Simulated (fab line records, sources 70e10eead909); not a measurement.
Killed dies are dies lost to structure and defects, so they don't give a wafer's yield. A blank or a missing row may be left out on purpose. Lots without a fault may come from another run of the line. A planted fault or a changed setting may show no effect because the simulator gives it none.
A struck lot beside a sound one | flow nand_harc | 13 steps out of a route of 1302
Sound: wafers L656.2, L656.5, L656.6. Struck: wafers L661.1, L661.3, L661.5. The cause comes at the end.
At each step with rows: each side's tool, then ch and its chambers, then its first start. Under that, the readings that differ: sound wafers | struck wafers | difference of the means | sigmas: that difference in standard deviations of wafers without a fault.
alike: readings whose means differ by less than 2 such deviations, and words and numbers that are the same on both sides. not compared: withheld readings, readings that some wafer has no value for, bounds like >300 that may hide the same value, and numbers for which the record gives no deviation and whose values overlap.
The two part at a step that has a row with sigmas, a row that says differs or no value, or rows on one side only. Numbers that don't overlap but have no deviation are shown without sigmas and don't part them. A reading that every wafer of one side lacks parts them only if that side has two wafers or more.

first, 1 step without rows for these wafers: NHARC_A_STAIRCASE_HARDBAKE_10 (time 140 s).
NHARC_A_STAIRCASE_DESCUM_11: chemistry O2, time 3 s.
  sound on rie_diel-01 ch 0,1,2, day 17 14:26; struck on rie_diel-06 ch 1,2,3, day 20 00:33
  alike: chamber_pressure_mTorr, drypump_motor_current_A, mfc_ar_sccm, oes_product_au, rf_vpp_V, showerhead_plenum_p_Torr, throttle_valve_pct
  not compared: rf_hours_counter_h
NHARC_A_STAIRCASE_TRIM_12: chemistry O2, time 211.2 s.
  sound on rie_diel-01 ch 0,1,2, day 17 14:32; struck on rie_diel-06 ch 0,1, day 20 00:41
  alike: chamber_pressure_mTorr, drypump_motor_current_A, mfc_ar_sccm, oes_product_au, rf_vpp_V, run_length_s, showerhead_plenum_p_Torr, throttle_valve_pct
  not compared: rf_hours_counter_h
then, 1 step without rows for these wafers: NHARC_A_STAIRCASE_ETCH_13 (etches the open film in C4F8/O2, target depth 100 nm, time 40.5 s).
NHARC_A_STAIRCASE_TRIM_14: chemistry O2, time 211.2 s.
  sound on rie_diel-01 ch 1,2; struck on rie_diel-06 ch 1,2,3
  alike: chamber_pressure_mTorr, drypump_motor_current_A, mfc_ar_sccm, oes_product_au, rf_vpp_V, run_length_s, showerhead_plenum_p_Torr, throttle_valve_pct
  not compared: rf_hours_counter_h
NHARC_A_STAIRCASE_ETCH_15: etches the open film in C4F8/O2, target depth 100 nm, time 40.5 s.
  sound on rie_diel-01 ch 1,2; struck on rie_diel-06 ch 1,3
  alike: chamber_pressure_mTorr, oes_product_au, rf_vpp_V
  not compared: rf_hours_counter_h
then, 4 steps without rows for these wafers: NHARC_A_STAIRCASE_TRIM_16 (chemistry O2, time 211.2 s); NHARC_A_STAIRCASE_ETCH_17 (etches the open film in C4F8/O2, target depth 100 nm, time 40.5 s); NHARC_A_STAIRCASE_TRIM_18 (chemistry O2, time 211.2 s); NHARC_A_STAIRCASE_ETCH_19 (etches the open film in C4F8/O2, target depth 100 nm, time 40.5 s).
NHARC_A_STAIRCASE_TRIM_20: chemistry O2, time 211.2 s.
  sound on rie_diel-01 ch 1,2, day 17 15:40; struck on rie_diel-01 ch 0,2,3, day 20 01:50
  reading                        | sound             | struck            | difference | sigmas
  chamber_pressure_mTorr (mTorr) | 59.93 59.98 59.87 | 59.99 60.03 60.11 | +0.12      | +2
  run_length_s (s)               | 233.2 233.0 232.4 | 310.2 309.3 309.7 | +76.9      | +99 or more
  alike: drypump_motor_current_A, mfc_ar_sccm, oes_product_au, rf_vpp_V, showerhead_plenum_p_Torr, throttle_valve_pct
  not compared: rf_hours_counter_h
NHARC_A_STAIRCASE_ETCH_21: etches the open film in C4F8/O2, target depth 100 nm, time 40.5 s.
  sound on rie_diel-01 ch 1,2; struck on rie_diel-01 ch 0,1,2
  alike: chamber_pressure_mTorr, oes_product_au, rf_vpp_V
  not compared: rf_hours_counter_h
-- the record jumps here: 9 days lie between the struck wafers' starts before and after (it left off in module A_STAIRCASE and takes up again in module END, whose first step shown is number 1302 of the route) --
NHARC_END_SORT_01:
  the record has rows for the struck wafers here (prober-01 ch 0, day 29 01:43) and none for the sound ones

WHERE THEY PART
First at NHARC_A_STAIRCASE_TRIM_20; last, within this record, at NHARC_END_SORT_01.

WHY: what the simulator had put in
Process parameter drift: rie_diel-01, from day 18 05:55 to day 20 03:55, at NHARC_A_STAIRCASE_TRIM_20. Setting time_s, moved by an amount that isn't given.
